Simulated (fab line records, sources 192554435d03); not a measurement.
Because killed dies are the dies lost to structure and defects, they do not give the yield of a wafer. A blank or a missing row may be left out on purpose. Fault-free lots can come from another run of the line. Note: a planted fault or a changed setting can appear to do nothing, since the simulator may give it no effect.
A lot that was struck, set against a sound lot :: flow n5Finfet :: 37 out of 1938 route steps
Sound: wafers L776.1, L776.2, L776.3. Wafers struck: L768.1, L768.2, L768.5. The cause is named last.
At each step with rows: each side's tool, then ch and its chambers, then its first start. Under that, the readings that differ: sound wafers :: struck wafers :: difference of the means :: sigmas: that difference in standard deviations of wafers without a fault.
alike: a reading whose means differ by less than 2 such deviations, as well as words and numbers matching on both sides. not compared: withheld readings; readings where some wafer has no value; bounds like >300 that might hide an equal value; numbers whose values overlap and for which the record gives no deviation.
The two part at a step that has a row with sigmas, a row that says differs or no value, or rows on one side only. When numbers do not overlap yet have no deviation, they are printed without sigmas and do not part them. A reading missing from all wafers of one side parts the sides only when that side holds two or more wafers.

first, 9 steps without rows for these wafers: N5_BEOL_M4_ANNEAL_95 (time 240 s); N5_BEOL_M4_SPUTTER_96 (material Cu, target thk 4.5 nm, time 8.29 s); N5_BEOL_M4_ECD_50 (material Cu, target thk 300 nm); N5_BEOL_M4_ANNEAL_51 (time 90 s); N5_BEOL_M4_CMP_52 (polishes, stops on SiOC, t overpolish 6.8 s, target thk 40 nm); N5_BEOL_M4_PRE_CLEAN_60 (time 15 s); N5_BEOL_M4_CO_CAP_55 (material Co, precursor CCTBA/H2, target thk 2 nm, time 102.1 s); N5_BEOL_M4_PRE_CLEAN_56 (time 15 s); N5_BEOL_M4_DEP_57 (deposits SiCN from 3MS/NH3, target thk 8 nm, time 14 s).
N5_BEOL_M4_RC_MEAS_101:
  sound on prober-02 ch 0, day 14 20:02; struck on prober-02 ch 0, day 13 19:15
  alike: DIBL_N, DIBL_P, IOFF_N, IOFF_P, ION_N, ION_P, SS_N, SS_P, VT_N, VT_P
then, 24 steps without rows for these wafers: N5_BEOL_M5_ILD_DEP_00 (deposits SiCOH lowk from DEMS/porogen, target thk 140.64 nm, time 25.9 s); N5_BEOL_M5_CURE_79 (cures SiCOH lowk, time 240 s); N5_BEOL_M5_PECVD_70 (deposits SiO2 from TEOS/O2, target thk 16 nm, time 18 s); N5_BEOL_M5_HM_DEP_02 (deposits TiN, target thk 20 nm); N5_BEOL_M5_COAT_59 (time 60 s, resist thk 60 nm); N5_BEOL_M5_COAT_60 (time 60 s, resist thk 12 nm); N5_BEOL_M5_COAT_71 (time 60 s, resist thk 5 nm); N5_BEOL_M5_COAT_05 (resist thk 30 nm); N5_BEOL_M5_EBR_07; N5_BEOL_M5_SOFTBAKE_06 (time 60 s); N5_BEOL_M5_EXPOSE_08 (exposes mask M5, target cd 28 nm); N5_BEOL_M5_PEB_09 (peb time 60 s); N5_BEOL_M5_DEVELOP_10 (develop time 30 s); N5_BEOL_M5_DESCUM_16 (chemistry O2, time 7 s); N5_BEOL_M5_ETCH_72 (etches underlayer in N2/H2, target depth 6.5 nm, time 5.2 s); N5_BEOL_M5_ETCH_61 (etches SiARC in CF4, target depth 15.6 nm, time 26 s); N5_BEOL_M5_ETCH_62 (etches SOC in N2/H2, target depth 75 nm, overetch 15 nm, time 112.5 s); N5_BEOL_M5_STRIP_63 (strips in N2/H2); N5_BEOL_M5_STRIP_73 (strips in N2/H2); N5_BEOL_M5_STRIP_64 (strips in CF4); N5_BEOL_M5_HM_OPEN_17 (chemistry Cl2/BCl3, target TiN, target depth 20 nm, overetch 6 nm); N5_BEOL_M5_STRIP_19 (strips in O2); N5_BEOL_M5_COAT_65 (time 60 s, resist thk 60 nm); N5_BEOL_M5_COAT_66 (time 60 s, resist thk 12 nm).
-- a jump in the record: the struck wafers' starts before and after are 3 days apart (it breaks off in module BEOL_M5 and resumes in module BEOL_M11, where the first step shown is number 1593 of the route) --
N5_BEOL_M11_SPUTTER_48: material Cu, target thk 12 nm, time 2 s.
  struck on pvdSputter-03, day 16 16:19; sound on pvdSputter-01, day 17 14:52
  no value came back on the struck wafers for any of 5 readings (biasV (V), cathodeDcPowerW (W) and others); on the sound wafers biasV (V) reads 60.0 60.1 60.7
N5_BEOL_M11_CMP_52: polishes, stops on SiCOH lowk, t overpolish 7 s, target thk 140 nm.
  sound on cmp-01 ch 0,1,2, day 17 15:32; struck on cmp-02 ch 0,1,2, day 16 16:56
reading: timeToEndpointS (s)
sound: 67 69 71
struck: 3 4 4
difference: -65
sigmas: -21
  alike: motorCurrentA, platenRpm
  not compared: padLifeWafers
-- here the record skips 2 days between the struck wafers' starts before and after, leaving off in module BEOL_M11 and picking up in module PASSIVATION (first step shown: number 1936 of the route) --
N5_PASSIVATION_PROBE_49:
  record: rows for the struck wafers here (prober-02, day 18 20:24), none for the sound ones

## WHERE THEY PART
Last at N5_PASSIVATION_PROBE_49 as far as this record goes, first at N5_BEOL_M11_SPUTTER_48.

WHY: what had been put in by the simulator
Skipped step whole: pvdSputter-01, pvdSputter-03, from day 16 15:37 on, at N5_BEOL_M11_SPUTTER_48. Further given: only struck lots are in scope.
